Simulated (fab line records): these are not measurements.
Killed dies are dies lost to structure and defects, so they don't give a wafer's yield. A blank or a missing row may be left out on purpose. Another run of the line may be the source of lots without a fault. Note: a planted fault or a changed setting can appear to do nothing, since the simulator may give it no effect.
fab line records -- flow nand_harc
[record] lots = 24, wafers = 72, last_day = 25
route steps=1159 shown P_GATE@209 P_CONTACT@232 P_M0@272 P_M1@307
lots with no fault: from the same line, run without faults
start_h: hours from the record's first day to the start of the lot's first wafer shown -- wait_h: time in hours since the lot's previous step -- " identical to the entry in the row above -- L1.1+2: several wafers, shown together as one row -- - value missing, or start not given -- * or withheld: withheld -- < > ~ a bound
route shown NAME@n: NAME is a module with steps in the file, n the number in the route of the first one -- usual: average and standard deviation across the fault-free wafers -- same: alike in all rows -- chamber/n: place in a boat -- sites: readings site by site -- _std_site: standard deviation across them -- _edge_site: outer sites' mean less inner sites' -- radius_mm: for every site, how far away it sits from the centre of the wafer -- mask NAME#n: copy n -- behind: the tool/chamber that last shaped the wafer -- hold: cause of the lot's hold/its duration in hours/its outcome -- device: transistor that didn't switch, given as n, p or np -- end of line: the tests these same wafers got at the end of their route -- a step with no rows: only its recipe -- killed: not the wafer's yield, but the dies lost to structure and defects at the first sort -- map: dies across one wafer; x = killed, . = not, _ = none there
set.NAME: the setting as run; set.NAME@STEP: as run at that earlier step -- model.NAME: the simulator's own value behind a step, which no gauge read
one table for each step of the route and one row for each wafer, over a sample of lots
services: from which hour (start_h, from the record's first day; less than 0 if before it) a tool's chamber was out of use, for how many hours, and why
[[steps]]
[step NHARC_P_GATE_DEGAS_109]
[recipe] temp_c = 300, time_s = 60
[usual] heater_power_w = 469/55, susceptor_temp_C = 300.00/0.2
lot.wafer,tool,chamber,start_h,wait_h,heater_power_w,susceptor_temp_C
L075.3,pvd_sputter-01,-,110.80,0.1,491,300.16
L075.6,pvd_sputter-01,-,110.80,0.1,380,299.98
L075.5,pvd_sputter-01,-,110.80,0.1,492,300.36
L074.4,pvd_sputter-02,-,111.40,0.1,519,299.84
L074.3,pvd_sputter-02,-,111.40,0.1,433,299.95
L074.6,pvd_sputter-02,-,111.40,0.1,426,299.73
L076.2,pvd_sputter-03,-,121.69,0.1,505,299.74
L076.1,pvd_sputter-03,-,121.69,0.1,451,300.11
L076.5,pvd_sputter-03,-,121.69,0.1,510,300.14
L077.4,pvd_sputter-01,-,122.77,0.1,493,-
L077.3,pvd_sputter-01,-,122.77,0.1,552,-
L077.2,pvd_sputter-01,-,122.77,0.1,501,-
L079.1,pvd_sputter-01,-,131.34,0.1,509,300.06
L079.6,pvd_sputter-01,-,131.34,0.1,468,299.82
L079.5,pvd_sputter-01,-,131.34,0.1,553,299.94
L078.2,pvd_sputter-03,-,131.67,0.1,556,299.94
L078.4,pvd_sputter-03,-,131.67,0.1,445,299.66
L078.5,pvd_sputter-03,-,131.67,0.1,541,300.30
L080.2,pvd_sputter-03,-,142.98,0.1,427,299.89
L080.3,pvd_sputter-03,-,142.98,0.1,501,299.96
L080.1,pvd_sputter-03,-,142.98,0.1,551,300.18
L081.1,pvd_sputter-01,-,155.82,0.1,486,300.14
L081.3,pvd_sputter-01,-,155.82,0.1,374,300.16
L081.6,pvd_sputter-01,-,155.82,0.1,550,299.88
L082.3,pvd_sputter-03,-,160.72,0.1,569,-
L082.1,pvd_sputter-03,-,160.72,0.1,423,-
L082.6,pvd_sputter-03,-,160.72,0.1,554,-
L083.2,pvd_sputter-02,-,161.33,0.1,437,300.35
L083.4,pvd_sputter-02,-,161.33,0.1,376,300.06
L083.6,pvd_sputter-02,-,161.33,0.1,435,300.25
L084.1,pvd_sputter-02,-,165.87,0.5,511,299.85
L084.4,pvd_sputter-02,-,165.87,0.5,380,299.96
L084.5,pvd_sputter-02,-,165.87,0.5,521,299.74
L089.2,pvd_sputter-02,-,189.03,0.1,519,300.13
L089.3,pvd_sputter-02,-,189.03,0.1,446,299.83
L089.6,pvd_sputter-02,-,189.03,0.1,451,299.69
L086.3,pvd_sputter-02,-,190.22,0.1,425,299.89
L086.1,pvd_sputter-02,-,190.22,0.1,517,300.06
L086.5,pvd_sputter-02,-,190.22,0.1,393,299.96
L085.1,pvd_sputter-01,-,191.42,0.1,386,299.84
L085.2,pvd_sputter-01,-,191.42,0.1,480,300.28
L085.4,pvd_sputter-01,-,191.42,0.1,501,299.46
L087.3,pvd_sputter-02,-,195.80,0.1,425,299.66
L087.6,pvd_sputter-02,-,195.80,0.1,510,300.06
L087.5,pvd_sputter-02,-,195.80,0.1,447,300.18
L088.1,pvd_sputter-02,-,196.41,0.1,528,299.88
L088.3,pvd_sputter-02,-,196.41,0.1,442,300.37
L088.5,pvd_sputter-02,-,196.41,0.1,443,300.37
L090.2,pvd_sputter-01,-,202.05,0.1,380,300.18
L090.1,pvd_sputter-01,-,202.05,0.1,476,299.92
L090.6,pvd_sputter-01,-,202.05,0.1,382,300.13
L091.4,pvd_sputter-01,-,208.08,0.1,385,300.10
L091.2,pvd_sputter-01,-,208.08,0.1,492,299.89
L091.3,pvd_sputter-01,-,208.08,0.1,519,299.84
L092.4,pvd_sputter-03,-,218.15,0.1,548,299.96
L092.5,pvd_sputter-03,-,218.15,0.1,489,300.16
L092.6,pvd_sputter-03,-,218.15,0.1,552,299.74
L094.2,pvd_sputter-03,-,219.19,0.1,545,299.88
L094.1,pvd_sputter-03,-,219.19,0.1,456,299.88
L094.3,pvd_sputter-03,-,219.19,0.1,426,300.26
L093.4,pvd_sputter-03,-,220.43,0.1,455,300.36
L093.3,pvd_sputter-03,-,220.43,0.1,501,299.91
L093.5,pvd_sputter-03,-,220.43,0.1,451,300.22
L095.2,pvd_sputter-03,-,233.88,0.1,424,300.09
L095.4,pvd_sputter-03,-,233.88,0.1,445,300.24
L095.6,pvd_sputter-03,-,233.88,0.1,417,299.78
L096.4,pvd_sputter-01,-,234.37,0.1,381,300.19
L096.3,pvd_sputter-01,-,234.37,0.1,479,300.14
L096.2,pvd_sputter-01,-,234.37,0.1,528,299.42
L097.2,pvd_sputter-01,-,248.70,0.1,376,299.93
L097.3,pvd_sputter-01,-,248.70,0.1,524,299.70
L097.6,pvd_sputter-01,-,248.70,0.1,508,300.22
[step NHARC_P_CONTACT_CD_MEAS_12]
[recipe] target_cd_nm = 90, landing_energy_ev = 500
[usual] cd_nm = 90.3/0.88
[same] landing_energy_ev = 500
lot.wafer,tool,chamber,start_h,wait_h,cd_nm
L075.3,cd_sem-01,0,113.48,-,90.6
L075.5,cd_sem-01,0,113.48,-,89.5
L075.6,cd_sem-01,0,113.48,-,88.8
L074.3,cd_sem-01,0,114.39,-,90.8
L074.4,cd_sem-01,0,114.39,-,90.1
L074.6,cd_sem-01,0,114.39,-,91.0
L076.1,cd_sem-02,0,124.26,-,91.5
L076.2,cd_sem-02,0,124.26,-,91.2
L076.5,cd_sem-02,0,124.26,-,91.2
L077.2,cd_sem-02,0,125.24,-,90.4
L077.3,cd_sem-02,0,125.24,-,89.6
L077.4,cd_sem-02,0,125.24,-,90.2
L079.1,cd_sem-03,0,133.93,-,88.6
L079.5,cd_sem-03,0,133.93,-,90.0
L079.6,cd_sem-03,0,133.93,-,89.5
L078.2,cd_sem-02,0,134.30,-,90.8
L078.4,cd_sem-02,0,134.30,-,90.4
L078.5,cd_sem-02,0,134.30,-,91.0
L080.1,cd_sem-03,0,145.58,-,90.2
L080.2,cd_sem-03,0,145.58,-,89.4
L080.3,cd_sem-03,0,145.58,-,89.5
L081.1,cd_sem-02,0,158.86,-,91.8
L081.3,cd_sem-02,0,158.86,-,90.1
L081.6,cd_sem-02,0,158.86,-,91.6
L082.1,cd_sem-01,0,163.30,-,91.6
L082.3,cd_sem-01,0,163.30,-,91.1
L082.6,cd_sem-01,0,163.30,-,91.2
L083.2,cd_sem-03,0,163.93,-,91.0
L083.4,cd_sem-03,0,163.93,-,91.0
L083.6,cd_sem-03,0,163.93,-,91.5
L084.1,cd_sem-01,0,169.18,-,89.9
L084.4,cd_sem-01,0,169.18,-,90.7
L084.5,cd_sem-01,0,169.18,-,91.1
L089.2,cd_sem-01,0,191.47,-,91.1
L089.3,cd_sem-01,0,191.47,-,89.6
L089.6,cd_sem-01,0,191.47,-,90.2
L086.1,cd_sem-03,0,192.77,-,90.2
L086.3,cd_sem-03,0,192.77,-,89.9
L086.5,cd_sem-03,0,192.77,-,90.7
L085.1,cd_sem-02,0,193.88,-,88.7
L085.2,cd_sem-02,0,193.88,-,89.6
L085.4,cd_sem-02,0,193.88,-,88.5
L087.3,cd_sem-03,0,198.36,-,89.8
L087.5,cd_sem-03,0,198.36,-,89.2
L087.6,cd_sem-03,0,198.36,-,90.1
L088.1,cd_sem-01,0,198.94,-,90.5
L088.3,cd_sem-01,0,198.94,-,91.1
L088.5,cd_sem-01,0,198.94,-,89.8
L090.1,cd_sem-02,0,204.50,-,90.5
L090.2,cd_sem-02,0,204.50,-,88.9
L090.6,cd_sem-02,0,204.50,-,90.0
L091.2,cd_sem-01,0,210.54,-,87.9
L091.3,cd_sem-01,0,210.54,-,89.6
L091.4,cd_sem-01,0,210.54,-,89.6
L092.4,cd_sem-03,0,220.74,-,90.9
L092.5,cd_sem-03,0,220.74,-,91.2
L092.6,cd_sem-03,0,220.74,-,90.8
L094.1,cd_sem-01,0,221.64,-,91.4
L094.2,cd_sem-01,0,221.64,-,90.4
L094.3,cd_sem-01,0,221.64,-,91.9
L093.3,cd_sem-03,0,222.90,-,90.7
L093.4,cd_sem-03,0,222.90,-,90.1
L093.5,cd_sem-03,0,222.90,-,91.2
L095.2,cd_sem-01,0,236.67,-,91.2
L095.4,cd_sem-01,0,236.67,-,90.0
L095.6,cd_sem-01,0,236.67,-,88.6
L096.2,cd_sem-01,0,236.88,-,91.7
L096.3,cd_sem-01,0,236.88,-,90.2
L096.4,cd_sem-01,0,236.88,-,91.0
L097.2,cd_sem-03,0,251.31,-,90.7
L097.3,cd_sem-03,0,251.31,-,90.2
L097.6,cd_sem-03,0,251.31,-,90.5
[step NHARC_P_M0_DEGAS_28]
[recipe] temp_c = 250, time_s = 60
[usual] heater_power_w = 329/39, susceptor_temp_C = 250.00/0.18
lot.wafer,tool,chamber,start_h,wait_h,heater_power_w,susceptor_temp_C
L075.3,pvd_sputter-03,-,122.51,-,301,250.00
L075.5,pvd_sputter-03,-,122.51,-,332,249.59
L075.6,pvd_sputter-03,-,122.51,-,302,249.96
L074.4,pvd_sputter-01,-,128.75,-,271,249.81
L074.3,pvd_sputter-01,-,128.75,-,391,249.96
L074.6,pvd_sputter-01,-,128.75,-,262,249.89
L076.1,pvd_sputter-03,-,133.99,-,310,250.22
L076.2,pvd_sputter-03,-,133.99,-,345,250.02
L076.5,pvd_sputter-03,-,133.99,-,301,249.77
L077.4,pvd_sputter-02,-,134.41,-,322,249.92
L077.3,pvd_sputter-02,-,134.41,-,304,250.14
L077.2,pvd_sputter-02,-,134.41,-,370,250.24
L079.1,pvd_sputter-01,-,140.73,-,350,250.26
L079.6,pvd_sputter-01,-,140.73,-,347,250.38
L079.5,pvd_sputter-01,-,140.73,-,394,250.20
L078.4,pvd_sputter-01,-,141.46,-,357,249.90
L078.2,pvd_sputter-01,-,141.46,-,390,250.07
L078.5,pvd_sputter-01,-,141.46,-,259,250.08
L080.1,pvd_sputter-02,-,154.17,-,383,250.12
L080.3,pvd_sputter-02,-,154.17,-,317,249.79
L080.2,pvd_sputter-02,-,154.17,-,304,249.98
L081.1,pvd_sputter-02,-,168.89,-,367,249.84
L081.3,pvd_sputter-02,-,168.89,-,320,250.09
L081.6,pvd_sputter-02,-,168.89,-,364,249.94
L082.1,pvd_sputter-02,-,169.69,-,378,249.89
L082.3,pvd_sputter-02,-,169.69,-,326,250.08
L082.6,pvd_sputter-02,-,169.69,-,285,250.06
L083.2,pvd_sputter-02,-,170.26,-,312,249.99
L083.4,pvd_sputter-02,-,170.26,-,377,249.86
L083.6,pvd_sputter-02,-,170.26,-,267,250.32
L084.1,pvd_sputter-01,-,175.44,-,342,250.13
L084.4,pvd_sputter-01,-,175.44,-,376,249.82
L084.5,pvd_sputter-01,-,175.44,-,335,250.26
L089.2,pvd_sputter-02,-,196.81,-,308,-
L089.3,pvd_sputter-02,-,196.81,-,286,-
L089.6,pvd_sputter-02,-,196.81,-,280,-
L086.3,pvd_sputter-01,-,198.02,-,277,250.23
L086.1,pvd_sputter-01,-,198.02,-,345,250.18
L086.5,pvd_sputter-01,-,198.02,-,368,249.97
L085.4,pvd_sputter-02,-,199.11,-,315,249.89
L085.2,pvd_sputter-02,-,199.11,-,309,250.26
L085.1,pvd_sputter-02,-,199.11,-,279,250.17
L087.3,pvd_sputter-02,-,204.14,-,319,250.26
L087.6,pvd_sputter-02,-,204.14,-,305,249.85
L087.5,pvd_sputter-02,-,204.14,-,277,250.25
L088.1,pvd_sputter-01,-,204.40,-,283,250.11
L088.3,pvd_sputter-01,-,204.40,-,371,250.08
L088.5,pvd_sputter-01,-,204.40,-,348,250.10
L090.1,pvd_sputter-01,-,213.16,-,272,249.99
L090.2,pvd_sputter-01,-,213.16,-,380,249.85
L090.6,pvd_sputter-01,-,213.16,-,278,249.83
L091.3,pvd_sputter-01,-,218.21,-,364,249.93
L091.2,pvd_sputter-01,-,218.21,-,273,250.15
L091.4,pvd_sputter-01,-,218.21,-,348,249.81
L092.4,pvd_sputter-01,-,227.76,-,370,249.77
L092.6,pvd_sputter-01,-,227.76,-,344,249.99
L092.5,pvd_sputter-01,-,227.76,-,364,249.70
L094.2,pvd_sputter-01,-,228.44,-,335,249.93
L094.1,pvd_sputter-01,-,228.44,-,383,250.07
L094.3,pvd_sputter-01,-,228.44,-,360,250.09
L093.4,pvd_sputter-03,-,229.71,-,302,-
L093.3,pvd_sputter-03,-,229.71,-,402,-
L093.5,pvd_sputter-03,-,229.71,-,361,-
L095.4,pvd_sputter-02,-,241.97,-,300,250.06
L095.2,pvd_sputter-02,-,241.97,-,263,250.07
L095.6,pvd_sputter-02,-,241.97,-,296,250.19
L096.2,pvd_sputter-03,-,242.54,-,360,249.92
L096.3,pvd_sputter-03,-,242.54,-,395,249.83
L096.4,pvd_sputter-03,-,242.54,-,299,249.93
L097.2,pvd_sputter-02,-,259.37,-,268,250.15
L097.3,pvd_sputter-02,-,259.37,-,349,249.98
L097.6,pvd_sputter-02,-,259.37,-,326,250.22
[step NHARC_P_M1_PVD_20]
[recipe] target_thk_a = 50, bias_v = 168.6, power_w = 15000, chamber_pressure_pa = 0.12, time_s = 8.06, substrate_temp_c = 50, material = TaN
[usual] substrate_temp_c = 49.99/0.12, throttle_valve_pct = 30.0/0.75
lot.wafer,tool,chamber,start_h,wait_h,substrate_temp_c,throttle_valve_pct
L075.3,pvd_sputter-02,-,-,-,50.16,31.2
L075.6,pvd_sputter-02,-,-,-,50.18,31.4
L075.5,pvd_sputter-02,-,-,-,50.02,28.9
L074.3,pvd_sputter-01,-,-,-,50.09,30.0
L074.4,pvd_sputter-01,-,-,-,49.95,29.4
L074.6,pvd_sputter-01,-,-,-,50.00,30.0
L076.1,pvd_sputter-02,-,-,-,49.91,28.9
L076.2,pvd_sputter-02,-,-,-,49.95,30.1
L076.5,pvd_sputter-02,-,-,-,50.02,29.6
L077.2,pvd_sputter-01,-,-,-,49.74,29.8
L077.4,pvd_sputter-01,-,-,-,49.80,29.7
L077.3,pvd_sputter-01,-,-,-,50.05,30.7
L079.1,pvd_sputter-03,-,-,-,49.93,29.3
L079.5,pvd_sputter-03,-,-,-,50.08,30.6
L079.6,pvd_sputter-03,-,-,-,50.16,29.9
L078.2,pvd_sputter-01,-,-,-,49.91,29.9
L078.4,pvd_sputter-01,-,-,-,50.23,29.9
L078.5,pvd_sputter-01,-,-,-,49.84,30.9
L080.2,pvd_sputter-03,-,-,-,50.02,30.8
L080.1,pvd_sputter-03,-,-,-,50.10,30.1
L080.3,pvd_sputter-03,-,-,-,49.87,29.3
L081.1,pvd_sputter-02,-,-,-,49.99,28.9
L081.3,pvd_sputter-02,-,-,-,50.03,29.4
L081.6,pvd_sputter-02,-,-,-,50.19,29.5
L082.1,pvd_sputter-03,-,-,-,49.96,29.3
L082.3,pvd_sputter-03,-,-,-,49.81,30.7
L082.6,pvd_sputter-03,-,-,-,49.98,29.9
L083.4,pvd_sputter-03,-,-,-,49.92,29.2
L083.2,pvd_sputter-03,-,-,-,49.83,30.7
L083.6,pvd_sputter-03,-,-,-,50.05,29.3
L084.1,pvd_sputter-02,-,-,-,49.94,29.4
L084.4,pvd_sputter-02,-,-,-,50.15,31.5
L084.5,pvd_sputter-02,-,-,-,49.90,28.7
L089.2,pvd_sputter-02,-,-,-,49.96,30.2
L089.3,pvd_sputter-02,-,-,-,49.76,31.2
L089.6,pvd_sputter-02,-,-,-,50.04,29.3
L086.3,pvd_sputter-02,-,-,-,49.83,30.5
L086.1,pvd_sputter-02,-,-,-,50.12,29.6
L086.5,pvd_sputter-02,-,-,-,49.84,30.0
L085.2,pvd_sputter-02,-,-,-,50.14,31.3
L085.4,pvd_sputter-02,-,-,-,49.99,29.4
L085.1,pvd_sputter-02,-,-,-,50.02,30.1
L088.1,pvd_sputter-03,-,-,-,50.02,29.2
L088.3,pvd_sputter-03,-,-,-,50.03,31.1
L088.5,pvd_sputter-03,-,-,-,50.15,29.3
L087.3,pvd_sputter-01,-,-,-,50.07,31.3
L087.5,pvd_sputter-01,-,-,-,49.91,29.2
L087.6,pvd_sputter-01,-,-,-,50.00,30.2
L090.1,pvd_sputter-01,-,-,-,49.74,29.6
L090.2,pvd_sputter-01,-,-,-,50.13,31.4
L090.6,pvd_sputter-01,-,-,-,50.00,29.6
L091.4,pvd_sputter-01,-,-,-,50.05,31.3
L091.3,pvd_sputter-01,-,-,-,50.03,30.1
L091.2,pvd_sputter-01,-,-,-,50.02,29.7
L092.4,pvd_sputter-03,-,-,-,49.88,29.6
L092.5,pvd_sputter-03,-,-,-,49.87,30.0
L092.6,pvd_sputter-03,-,-,-,50.03,29.6
L094.2,pvd_sputter-01,-,-,-,50.06,29.4
L094.1,pvd_sputter-01,-,-,-,49.82,31.2
L094.3,pvd_sputter-01,-,-,-,49.90,30.2
L093.3,pvd_sputter-02,-,-,-,50.32,30.0
L093.4,pvd_sputter-02,-,-,-,50.10,31.5
L093.5,pvd_sputter-02,-,-,-,50.14,30.1
L095.2,pvd_sputter-01,-,-,-,49.94,29.4
L095.4,pvd_sputter-01,-,-,-,50.12,29.4
L095.6,pvd_sputter-01,-,-,-,49.99,29.5
L096.3,pvd_sputter-02,-,-,-,49.94,30.1
L096.4,pvd_sputter-02,-,-,-,49.81,31.3
L096.2,pvd_sputter-02,-,-,-,49.93,29.6
L097.2,pvd_sputter-03,-,-,-,50.06,31.1
L097.3,pvd_sputter-03,-,-,-,49.89,30.1
L097.6,pvd_sputter-03,-,-,-,50.16,29.2
[step NHARC_P_M1_CMP_23]
[recipe] t_overpolish_s = 20, target_thk_nm = 157.82
[usual] motor_current_A = 12.4/1.3, retaining_ring_pressure_frac = 1.000/0.0049, time_to_endpoint_s = 29/3.5
lot.wafer,tool,chamber,start_h,wait_h,motor_current_A,retaining_ring_pressure_frac,time_to_endpoint_s
L075.3,cmp-01,1,127.84,-,11.6,1.004,36
L075.6,cmp-01,0,127.84,-,11.7,1.005,32
L075.5,cmp-01,1,127.84,-,11.3,1.005,37
L074.3,cmp-03,1,134.17,-,12.1,1.004,27
L074.4,cmp-03,3,134.17,-,12.2,0.995,25
L074.6,cmp-03,1,134.17,-,11.8,1.004,27
L076.1,cmp-03,0,139.24,-,15.1,1.000,26
L076.2,cmp-03,1,139.24,-,11.6,1.002,29
L076.5,cmp-03,1,139.24,-,11.5,1.003,30
L077.2,cmp-01,1,139.64,-,11.3,1.003,34
L077.4,cmp-01,3,139.64,-,14.1,0.996,29
L077.3,cmp-01,0,139.64,-,12.1,1.001,32
L079.1,cmp-03,2,146.01,-,11.7,1.008,27
L079.6,cmp-03,2,146.01,-,12.7,0.999,29
L079.5,cmp-03,3,146.01,-,12.7,1.000,24
L078.2,cmp-04,3,146.80,-,12.7,0.998,26
L078.4,cmp-04,1,146.80,-,13.5,0.997,32
L078.5,cmp-04,3,146.80,-,12.9,0.999,24
L080.3,cmp-04,0,159.38,-,11.9,1.004,28
L080.2,cmp-04,2,159.38,-,8.6,1.000,26
L080.1,cmp-04,3,159.38,-,13.8,1.000,27
L081.3,cmp-03,2,174.30,-,11.8,0.990,28
L081.1,cmp-03,3,174.30,-,12.7,0.995,27
L081.6,cmp-03,3,174.30,-,12.3,1.004,27
L082.3,cmp-04,1,175.14,-,13.3,0.995,33
L082.1,cmp-04,2,175.14,-,9.4,0.995,25
L082.6,cmp-04,0,175.14,-,12.1,1.004,26
L083.4,cmp-03,1,176.15,-,11.2,1.008,33
L083.2,cmp-03,2,176.15,-,12.3,1.003,30
L083.6,cmp-03,2,176.15,-,12.0,1.006,29
L084.4,cmp-03,2,180.70,-,12.4,0.997,30
L084.1,cmp-03,0,180.70,-,14.3,1.012,29
L084.5,cmp-03,3,180.70,-,12.5,1.000,27
L089.3,cmp-03,3,202.13,-,12.7,1.000,31
L089.2,cmp-03,0,202.13,-,14.3,1.002,29
L089.6,cmp-03,2,202.13,-,12.4,1.000,28
L086.3,cmp-03,1,203.36,-,11.8,0.996,30
L086.1,cmp-03,3,203.36,-,12.9,1.001,26
L086.5,cmp-03,1,203.36,-,11.6,0.996,31
L085.4,cmp-01,0,204.84,-,11.5,1.002,31
L085.1,cmp-01,1,204.84,-,11.3,0.998,35
L085.2,cmp-01,2,204.84,-,11.8,1.005,32
L087.3,cmp-01,2,209.70,-,11.3,1.000,33
L087.5,cmp-01,2,209.70,-,11.0,0.999,37
L087.6,cmp-01,3,209.70,-,14.1,1.002,27
L088.1,cmp-03,0,209.71,-,14.2,1.000,25
L088.3,cmp-03,2,209.71,-,12.0,0.996,26
L088.5,cmp-03,1,209.71,-,12.0,0.999,30
L090.2,cmp-01,0,218.38,-,12.2,1.007,35
L090.1,cmp-01,2,218.38,-,10.5,1.009,35
L090.6,cmp-01,1,218.38,-,11.3,1.002,38
L091.2,cmp-04,2,223.45,-,9.3,0.992,23
L091.3,cmp-04,3,223.45,-,13.1,1.006,25
L091.4,cmp-04,0,223.45,-,12.2,0.996,28
L092.4,cmp-04,0,233.12,-,12.5,0.988,27
L092.6,cmp-04,3,233.12,-,13.3,1.001,27
L092.5,cmp-04,0,233.12,-,12.6,0.992,29
L094.2,cmp-04,0,233.74,-,11.7,1.011,25
L094.3,cmp-04,2,233.74,-,8.8,1.002,21
L094.1,cmp-04,3,233.74,-,12.7,0.999,21
L093.4,cmp-03,1,235.03,-,12.4,0.993,31
L093.3,cmp-03,2,235.03,-,12.4,1.004,26
L093.5,cmp-03,3,235.03,-,12.0,0.999,26
L095.2,cmp-03,0,247.73,-,14.2,0.997,28
L095.4,cmp-03,2,247.73,-,12.7,1.004,27
L095.6,cmp-03,0,247.73,-,14.3,1.004,28
L096.3,cmp-01,3,248.01,-,13.4,0.995,28
L096.4,cmp-01,1,248.01,-,11.4,0.985,33
L096.2,cmp-01,2,248.01,-,11.2,0.997,31
L097.3,cmp-01,2,264.74,-,11.2,1.005,27
L097.2,cmp-01,0,264.74,-,11.6,0.993,31
L097.6,cmp-01,3,264.74,-,14.1,0.997,24
[step NHARC_P_M1_PRE_CLEAN_32]
[recipe] time_s = 12, temp_c = 370, rf_power_w = 300, gas = NH3
[usual] heater_power_w = 619/69, susceptor_temp_C = 370.03/0.21
lot.wafer,tool,chamber,start_h,wait_h,heater_power_w,susceptor_temp_C
L075.3,pecvd-02,1,128.38,0.1,573,370.03
L075.5,pecvd-02,1,128.38,0.1,563,370.20
L075.6,pecvd-02,0,128.38,0.1,484,369.70
L074.3,pecvd-04,0,134.76,0.1,680,370.25
L074.4,pecvd-04,0,134.76,0.1,684,369.91
L074.6,pecvd-04,1,134.76,0.1,563,370.03
L076.1,pecvd-04,0,139.78,0.1,581,369.56
L076.2,pecvd-04,1,139.78,0.1,560,369.94
L076.5,pecvd-04,0,139.78,0.1,601,369.90
L077.2,pecvd-04,1,140.19,0.1,660,369.96
L077.3,pecvd-04,2,140.19,0.1,632,369.97
L077.4,pecvd-04,0,140.19,0.1,693,369.89
L079.1,pecvd-01,0,146.59,0.1,652,370.02
L079.5,pecvd-01,1,146.59,0.1,550,369.70
L079.6,pecvd-01,0,146.59,0.1,658,370.24
L078.2,pecvd-01,1,147.34,0.1,479,370.07
L078.5,pecvd-01,1,147.34,0.1,483,369.96
L078.4,pecvd-01,2,147.34,0.1,753,369.79
L080.1,pecvd-04,2,159.93,0.1,699,370.38
L080.2,pecvd-04,0,159.93,0.1,702,370.13
L080.3,pecvd-04,1,159.93,0.1,659,370.00
L081.3,pecvd-02,0,174.86,0.1,543,369.89
L081.1,pecvd-02,1,174.86,0.1,594,370.02
L081.6,pecvd-02,1,174.86,0.1,605,369.97
L082.1,pecvd-04,2,175.63,0.1,711,369.71
L082.3,pecvd-04,1,175.63,0.1,625,370.21
L082.6,pecvd-04,0,175.63,0.1,709,370.01
L083.2,pecvd-01,1,176.74,0.1,575,370.10
L083.6,pecvd-01,1,176.74,0.1,580,370.11
L083.4,pecvd-01,2,176.74,0.1,735,370.26
L084.1,pecvd-04,0,181.24,0.1,611,370.03
L084.5,pecvd-04,0,181.24,0.1,628,370.08
L084.4,pecvd-04,1,181.24,0.1,604,369.80
L089.3,pecvd-01,0,202.66,0.1,589,369.90
L089.2,pecvd-01,1,202.66,0.1,572,369.81
L089.6,pecvd-01,0,202.66,0.1,577,369.67
L086.1,pecvd-01,1,203.94,0.1,461,370.16
L086.3,pecvd-01,2,203.94,0.1,630,369.84
L086.5,pecvd-01,2,203.94,0.1,622,369.95
L085.1,pecvd-02,2,205.40,0.1,632,370.32
L085.2,pecvd-02,0,205.40,0.1,487,369.75
L085.4,pecvd-02,2,205.40,0.1,603,369.97
L087.3,pecvd-02,0,210.24,0.1,495,369.86
L087.6,pecvd-02,1,210.24,0.1,636,370.29
L087.5,pecvd-02,2,210.24,0.1,624,370.07
L088.1,pecvd-04,2,210.25,0.1,660,370.37
L088.3,pecvd-04,0,210.25,0.1,688,369.96
L088.5,pecvd-04,0,210.25,0.1,679,370.10
L090.1,pecvd-04,0,218.93,0.1,732,370.19
L090.2,pecvd-04,1,218.93,0.1,598,369.99
L090.6,pecvd-04,1,218.93,0.1,613,369.84
L091.3,pecvd-01,0,224.01,0.1,583,370.06
L091.2,pecvd-01,1,224.01,0.1,510,370.01
L091.4,pecvd-01,2,224.01,0.1,647,369.88
L092.5,pecvd-04,0,233.67,0.1,660,370.00
L092.6,pecvd-04,1,233.67,0.1,600,370.13
L092.4,pecvd-04,2,233.67,0.1,672,370.20
L094.1,pecvd-02,2,234.28,0.1,632,370.09
L094.2,pecvd-02,0,234.28,0.1,486,369.75
L094.3,pecvd-02,1,234.28,0.1,672,369.77
L093.3,pecvd-04,1,235.54,0.1,522,369.82
L093.4,pecvd-04,2,235.54,0.1,650,370.16
L093.5,pecvd-04,0,235.54,0.1,629,369.99
L095.2,pecvd-02,1,248.27,0.1,681,370.05
L095.4,pecvd-02,1,248.27,0.1,662,370.46
L095.6,pecvd-02,0,248.27,0.1,449,370.24
L096.2,pecvd-04,2,248.54,0.1,714,369.73
L096.3,pecvd-04,1,248.54,0.1,535,370.01
L096.4,pecvd-04,2,248.54,0.1,721,370.02
L097.2,pecvd-04,2,265.28,0.1,619,369.97
L097.3,pecvd-04,0,265.28,0.1,698,370.02
L097.6,pecvd-04,2,265.28,0.1,645,369.95
[[services]]
tool,chamber,start_h,hours,kind
pecvd-01,0,94.73,7.2,repair
pvd_sputter-03,-,102.00,10.0,pm
pecvd-04,2,103.94,8.4,repair
cmp-01,-,123.70,1.2,repair
cmp-03,-,127.93,2.3,repair
cmp-01,-,130.36,1.7,repair
cmp-03,-,156.00,4.0,pm
pvd_sputter-01,-,158.00,10.0,pm
pvd_sputter-03,-,163.77,10.0,repair
cmp-01,-,179.50,4.0,pm
cmp-01,-,184.47,0.3,repair
pvd_sputter-03,-,185.66,2.2,repair
pvd_sputter-03,-,188.43,18.0,repair
cmp-01,-,192.30,1.0,repair
pecvd-04,-,195.25,13.0,pm
cmp-01,-,195.39,2.5,repair
pvd_sputter-02,-,214.14,10.0,pm
cmp-01,-,222.27,6.9,repair
cmp-03,-,231.22,0.4,repair
cmp-03,-,244.17,0.4,repair
pvd_sputter-03,-,248.93,0.8,repair
cmp-03,-,254.00,4.0,pm
pvd_sputter-01,-,261.16,41.2,repair
cmp-03,-,262.91,3.5,repair
[[key]]
fault none
